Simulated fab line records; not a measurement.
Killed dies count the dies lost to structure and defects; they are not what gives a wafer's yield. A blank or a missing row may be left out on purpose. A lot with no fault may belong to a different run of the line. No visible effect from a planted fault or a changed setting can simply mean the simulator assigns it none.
What tool caused it? / flow n5_finfet / Sampling: 10 lots, 29 wafers, 3 of 1938 route steps

## WHAT EACH GAUGE READ, for each wafer
N5_BEOL_M4_RC_MEAS_101.
lot=L353; measured=day 8 00:26; on=prober-02; DIBL_N (mV/V)=35.2 37.8 35.8; DIBL_P (mV/V)=33.4 36.8 34.4; IOFF_N (nA/um)=0.12 0.17 0.14; IOFF_P (nA/um)=0.18 0.23 0.19; ION_N (uA/um)=658 676 672; ION_P (uA/um)=453 464 459; SS_N (mV/dec)=71.4 71.9 71.5; SS_P (mV/dec)=72.0 73.4 72.6; VT_N (mV)=252 248 252; VT_P (mV)=-254 -248 -250
lot=L354; measured=day 8 03:04; on=prober-01; DIBL_N (mV/V)=35.5 35.7 34.9; DIBL_P (mV/V)=35.7 35.9 34.7; IOFF_N (nA/um)=0.15 0.15 0.13; IOFF_P (nA/um)=0.20 0.21 0.19; ION_N (uA/um)=662 661 655; ION_P (uA/um)=458 459 450; SS_N (mV/dec)=71.6 71.4 71.9; SS_P (mV/dec)=73.3 72.8 72.6; VT_N (mV)=250 254 251; VT_P (mV)=-251 -251 -251
lot=L355; measured=day 8 07:41; on=prober-02; DIBL_N (mV/V)=32.6 32.3 32.3; DIBL_P (mV/V)=31.7 31.6 31.5; IOFF_N (nA/um)=0.10 0.10 0.10; IOFF_P (nA/um)=0.15 0.15 0.15; ION_N (uA/um)=651 653 664; ION_P (uA/um)=456 453 456; SS_N (mV/dec)=70.0 69.8 70.1; SS_P (mV/dec)=72.0 71.8 72.1; VT_N (mV)=259 256 257; VT_P (mV)=-256 -253 -254
lot=L356; measured=day 8 16:58; on=prober-02; DIBL_N (mV/V)=35.0 33.2 33.3; DIBL_P (mV/V)=34.4 31.5 32.3; IOFF_N (nA/um)=0.14 0.10 0.11; IOFF_P (nA/um)=0.18 0.13 0.15; ION_N (uA/um)=666 647 650; ION_P (uA/um)=453 440 452; SS_N (mV/dec)=71.1 70.8 70.9; SS_P (mV/dec)=73.2 72.8 72.7; VT_N (mV)=249 256 256; VT_P (mV)=-254 -256 -253
lot=L358; measured=day 9 05:11; on=prober-02; DIBL_N (mV/V)=35.9 39.3 35.9; DIBL_P (mV/V)=34.6 38.7 34.3; IOFF_N (nA/um)=0.14 0.22 0.15; IOFF_P (nA/um)=0.17 0.23 0.16; ION_N (uA/um)=657 689 672; ION_P (uA/um)=444 463 452; SS_N (mV/dec)=71.6 73.1 72.0; SS_P (mV/dec)=73.7 74.5 73.3; VT_N (mV)=255 247 251; VT_P (mV)=-256 -251 -256
lot=L361; measured=day 11 13:51; on=prober-02; DIBL_N (mV/V)=34.7; DIBL_P (mV/V)=33.7; IOFF_N (nA/um)=0.13; IOFF_P (nA/um)=0.20; ION_N (uA/um)=658; ION_P (uA/um)=463; SS_N (mV/dec)=71.6; SS_P (mV/dec)=72.2; VT_N (mV)=251; VT_P (mV)=-250
lot=L370; measured=day 13 05:17; on=prober-02; DIBL_N (mV/V)=39.6 39.0 37.7; DIBL_P (mV/V)=39.7 39.1 38.0; IOFF_N (nA/um)=0.21 0.19 0.17; IOFF_P (nA/um)=0.25 0.24 0.22; ION_N (uA/um)=684 676 674; ION_P (uA/um)=467 463 470; SS_N (mV/dec)=72.5 72.7 72.5; SS_P (mV/dec)=73.8 73.7 73.3; VT_N (mV)=244 249 251; VT_P (mV)=-249 -249 -251
lot=L371; measured=day 14 07:01; on=prober-02; DIBL_N (mV/V)=37.0 34.8 38.7; DIBL_P (mV/V)=38.8 34.8 38.5; IOFF_N (nA/um)=0.20 0.15 0.24; IOFF_P (nA/um)=0.25 0.19 0.24; ION_N (uA/um)=682 666 676; ION_P (uA/um)=462 454 458; SS_N (mV/dec)=71.8 71.2 72.4; SS_P (mV/dec)=74.3 74.1 74.0; VT_N (mV)=247 249 244; VT_P (mV)=-248 -252 -249
lot=L373; measured=day 13 08:12; on=prober-02; DIBL_N (mV/V)=36.1 35.3 33.6; DIBL_P (mV/V)=35.6 35.6 32.8; IOFF_N (nA/um)=0.18 0.17 0.13; IOFF_P (nA/um)=0.19 0.19 0.15; ION_N (uA/um)=695 681 672; ION_P (uA/um)=465 459 451; SS_N (mV/dec)=71.7 71.2 71.2; SS_P (mV/dec)=73.0 72.9 72.8; VT_N (mV)=246 247 252; VT_P (mV)=-253 -252 -256
lot=L375; measured=day 14 01:46; on=prober-02; DIBL_N (mV/V)=36.8 33.8 34.3; DIBL_P (mV/V)=36.2 32.4 33.0; IOFF_N (nA/um)=0.16 0.12 0.13; IOFF_P (nA/um)=0.20 0.15 0.16; ION_N (uA/um)=676 666 672; ION_P (uA/um)=458 460 459; SS_N (mV/dec)=71.6 70.9 70.7; SS_P (mV/dec)=74.0 72.0 72.4; VT_N (mV)=251 255 253; VT_P (mV)=-249 -256 -252

N5_BEOL_M15_INSPECT_55: inspects for defects (darkfield).
lot=L353; measured=day 11 19:12; on=defect_inspect-02; raw_defect_count=80 87 72
lot=L354; measured=day 12 03:56; on=defect_inspect-02; raw_defect_count=84 114 125
lot=L355; measured=day 12 03:49; on=defect_inspect-02; raw_defect_count=64 47 35
lot=L356; measured=day 12 07:58; on=defect_inspect-01; raw_defect_count=45 47 95
lot=L358; measured=day 13 07:13; on=defect_inspect-02; raw_defect_count=79 74 70
lot=L361; measured=day 15 05:49; on=defect_inspect-02; raw_defect_count=52
lot=L370; measured=day 16 16:35; on=defect_inspect-01; raw_defect_count=89 87 87
lot=L371; measured=day 18 02:10; on=defect_inspect-01; raw_defect_count=60 82 54
lot=L373; measured=day 17 04:13; on=defect_inspect-01; raw_defect_count=66 72 58
lot=L375; measured=day 17 18:44; on=defect_inspect-02; raw_defect_count=42 33 41

## WHICH TOOL RAN EACH LOT (tool, then ch and the chambers of the sampled wafers, then the start)
lot=L353; N5_MOL_CONTACT_COAG_ETCH_48=rie_diel-06 ch 0,1,3, day 5 10:02
lot=L354; N5_MOL_CONTACT_COAG_ETCH_48=rie_diel-06 ch 1,2,3, day 5 14:16
lot=L355; N5_MOL_CONTACT_COAG_ETCH_48=rie_diel-06 ch 1,2,3, day 5 15:38
lot=L356; N5_MOL_CONTACT_COAG_ETCH_48=rie_diel-06 ch 0,3, day 5 23:41
lot=L358; N5_MOL_CONTACT_COAG_ETCH_48=rie_diel-06 ch 0,1,3, day 6 08:49
lot=L361; N5_MOL_CONTACT_COAG_ETCH_48=rie_diel-06 ch 0,2, day 7 14:02
lot=L370; N5_MOL_CONTACT_COAG_ETCH_48=rie_diel-02 ch 1,2,3, day 9 15:22
lot=L371; N5_MOL_CONTACT_COAG_ETCH_48=rie_diel-02 ch 0,1, day 9 22:50
lot=L373; N5_MOL_CONTACT_COAG_ETCH_48=rie_diel-05 ch 0,1, day 10 05:47
lot=L375; N5_MOL_CONTACT_COAG_ETCH_48=rie_diel-05 ch 1,2, day 10 17:47
- N5_MOL_CONTACT_COAG_ETCH_48: etches SiOC in C4F6/O2, target depth 15 nm, overetch 4.5 nm, time 17 s.

## AS READ BY THE TOOLS THEMSELVES (means over the sampled wafers that have a number; for cases with no such wafer, the mark the record gives instead)
N5_MOL_CONTACT_COAG_ETCH_48.
lot=L353; tool=rie_diel-06; drypump_motor_current_A (A)=5.4; oes_product_au (a.u.)=0.64; rf_vpp_V (V)=1592; showerhead_plenum_p_Torr (Torr)=2.71; throttle_valve_pct (%)=40.5
lot=L354; tool=rie_diel-06; drypump_motor_current_A (A)=5.1; oes_product_au (a.u.)=0.63; rf_vpp_V (V)=1617; showerhead_plenum_p_Torr (Torr)=2.80; throttle_valve_pct (%)=40.9
lot=L355; tool=rie_diel-06; drypump_motor_current_A (A)=5.1; oes_product_au (a.u.)=0.64; rf_vpp_V (V)=1616; showerhead_plenum_p_Torr (Torr)=2.80; throttle_valve_pct (%)=40.9
lot=L356; tool=rie_diel-06; drypump_motor_current_A (A)=5.3; oes_product_au (a.u.)=0.61; rf_vpp_V (V)=1578; showerhead_plenum_p_Torr (Torr)=2.72; throttle_valve_pct (%)=40.0
lot=L358; tool=rie_diel-06; drypump_motor_current_A (A)=5.4; oes_product_au (a.u.)=0.66; rf_vpp_V (V)=1592; showerhead_plenum_p_Torr (Torr)=2.71; throttle_valve_pct (%)=40.5
lot=L361; tool=rie_diel-06; drypump_motor_current_A (A)=5.3; oes_product_au (a.u.)=0.62; rf_vpp_V (V)=1580; showerhead_plenum_p_Torr (Torr)=2.81; throttle_valve_pct (%)=41.0
lot=L370; tool=rie_diel-02; drypump_motor_current_A (A)=6.2; oes_product_au (a.u.)=0.66; rf_vpp_V (V)=1582; showerhead_plenum_p_Torr (Torr)=2.89; throttle_valve_pct (%)=40.8
lot=L371; tool=rie_diel-02; drypump_motor_current_A (A)=6.0; oes_product_au (a.u.)=0.67; rf_vpp_V (V)=1617; showerhead_plenum_p_Torr (Torr)=2.89; throttle_valve_pct (%)=40.5
lot=L373; tool=rie_diel-05; drypump_motor_current_A (A)=6.6; oes_product_au (a.u.)=0.65; rf_vpp_V (V)=1619; showerhead_plenum_p_Torr (Torr)=2.88; throttle_valve_pct (%)=40.6
lot=L375; tool=rie_diel-05; drypump_motor_current_A (A)=6.5; oes_product_au (a.u.)=0.62; rf_vpp_V (V)=1605; showerhead_plenum_p_Torr (Torr)=2.86; throttle_valve_pct (%)=40.8

## THE ANSWER, worked out from the rows above alone
Rule: the lots themselves supply what counts as usual. Put in order of their means at a reading, lots are off if they are a third of the lots or fewer, leave a main group of 4 or more, and stand apart from it by a gap of 3 or more times the standard deviation of the main group's means; of several such gaps the widest counts. If all means in a main group match to the digits the tables above print for the reading, that group is not used. A lot without any number at a reading at which 4 lots or more have one is off too. All remaining lots with rows at the step are treated as sound. First the gauges in route order, then the tools' own readings, where a lot's mean is used as printed above. At the first step where some lot is off, the reading lying furthest off is the one used; lots without a number count as furthest.
Across all readings shown, no lot is off: no conclusion can be drawn from this.

## WHAT THE SIMULATOR HAD INSERTED
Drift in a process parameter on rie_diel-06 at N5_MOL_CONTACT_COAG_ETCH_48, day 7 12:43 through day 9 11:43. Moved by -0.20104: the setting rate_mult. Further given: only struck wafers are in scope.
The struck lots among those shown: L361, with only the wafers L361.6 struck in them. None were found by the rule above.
